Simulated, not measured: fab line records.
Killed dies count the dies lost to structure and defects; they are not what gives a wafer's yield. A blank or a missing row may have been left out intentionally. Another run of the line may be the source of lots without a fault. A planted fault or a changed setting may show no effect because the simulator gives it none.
Struck lot and sound lot, side by side :: flow nand-harc :: 13 out of 1159 route steps
Sound: wafers L146.2, L146.5, L146.6. Struck: wafer L135.3 (L135.2, L135.4, from the same lot, were not struck and are left out); the cause is given at the end.
For every step that has rows: the tool of each side, followed by ch and its chambers, followed by its first start. Under that, the readings that differ: sound wafers :: struck wafers :: difference of the means :: sigmas: that difference in standard deviations of wafers without a fault.
alike: a reading whose means differ by less than 2 such deviations, as well as words and numbers matching on both sides. not compared: withheld readings; readings where some wafer has no value; bounds like >300 that might hide an equal value; numbers whose values overlap and for which the record gives no deviation.
The two part at a step that has a row with sigmas, a row that says differs or no value, or rows on one side only. When numbers do not overlap yet have no deviation, they are printed without sigmas and do not part them. A reading missing from all wafers of one side parts the sides only when that side holds two or more wafers.

first, 6 steps without rows for these wafers: NHARC_A_STAIRCASE_SOFTBAKE_04 (time 170 s); NHARC_A_STAIRCASE_EBR_05; NHARC_A_STAIRCASE_EXPOSE_06 (exposes mask STAIR); NHARC_A_STAIRCASE_PEB_07 (peb time 130 s); NHARC_A_STAIRCASE_DEVELOP_08 (time 140 s); NHARC_A_STAIRCASE_HARDBAKE_10 (time 140 s).
NHARC_A_STAIRCASE_DESCUM_11: chemistry O2, time 3 s.
  sound on rie-diel-03 ch 1,2,3, day 16 03:16; struck on rie-diel-03 ch 1, day 12 22:25
reading: rf-vpp-V (V)
sound: 56.7 57.7 58.1
struck: 61.1
difference: +3.6
sigmas: +4
  alike: chamber-pressure-mTorr, drypump-motor-current-A, o2-flow-sccm, oes-product-au, showerhead-plenum-p-Torr, throttle-valve-pct
  not compared: rf-hours-counter-h
NHARC_A_STAIRCASE_TRIM_12: chemistry O2, time 211.2 s.
  sound on rie-diel-03 ch 0,1,3, day 16 03:22; struck on rie-diel-03 ch 1, day 12 22:31
  alike: chamber-pressure-mTorr, drypump-motor-current-A, o2-flow-sccm, oes-product-au, rf-vpp-V, showerhead-plenum-p-Torr, throttle-valve-pct
  not compared: rf-hours-counter-h
then, 1 step without rows for these wafers: NHARC_A_STAIRCASE_ETCH_13 (etches the open film in C4F8/O2, target depth 100 nm, time 40.5 s).
NHARC_A_STAIRCASE_TRIM_14: chemistry O2, time 211.2 s.
  sound on rie-diel-03 ch 1,2; struck on rie-diel-03 ch 1
  alike: chamber-pressure-mTorr, drypump-motor-current-A, o2-flow-sccm, oes-product-au, rf-vpp-V, showerhead-plenum-p-Torr, throttle-valve-pct
  not compared: rf-hours-counter-h
NHARC_A_STAIRCASE_ETCH_15: etches the open film in C4F8/O2, target depth 100 nm, time 40.5 s.
  sound on rie-diel-03 ch 0,3; struck on rie-diel-03 ch 2
reading: oes-product-au (a.u.)
sound: 0.934 0.939 0.940
struck: 0.963
difference: +0.025
sigmas: +2
  alike: bias-w, chamber-pressure-mTorr, rf-vpp-V
  not compared: rf-hours-counter-h
NHARC_A_STAIRCASE_TRIM_16: chemistry O2, time 211.2 s.
  sound on rie-diel-03 ch 2,3, day 16 03:48; struck on rie-diel-03 ch 3, day 12 23:10
reading: oes-product-au (a.u.)
sound: 1.000 0.992 0.998
struck: 1.404
difference: +0.407
sigmas: +56

reading: rf-vpp-V (V)
sound: 57.0 56.5 58.9
struck: 59.6
difference: +2.1
sigmas: +3

reading: throttle-valve-pct (%)
sound: 17.028 17.021 17.040
struck: 17.054
difference: +0.024
sigmas: +3
  alike: chamber-pressure-mTorr, drypump-motor-current-A, o2-flow-sccm, showerhead-plenum-p-Torr
  not compared: rf-hours-counter-h
NHARC_A_STAIRCASE_ETCH_17: etches the open film in C4F8/O2, target depth 100 nm, time 40.5 s.
  sound on rie-diel-03 ch 1,2; struck on rie-diel-03 ch 0
  alike: bias-w, chamber-pressure-mTorr, oes-product-au, rf-vpp-V
  not compared: rf-hours-counter-h

== WHERE THEY PART ==
Last at NHARC_A_STAIRCASE_TRIM_16 as far as this record goes, first at NHARC_A_STAIRCASE_DESCUM_11. Later steps at which nothing parts them and some readings are alike: NHARC_A_STAIRCASE_ETCH_17.

WHY: what had been put in by the simulator
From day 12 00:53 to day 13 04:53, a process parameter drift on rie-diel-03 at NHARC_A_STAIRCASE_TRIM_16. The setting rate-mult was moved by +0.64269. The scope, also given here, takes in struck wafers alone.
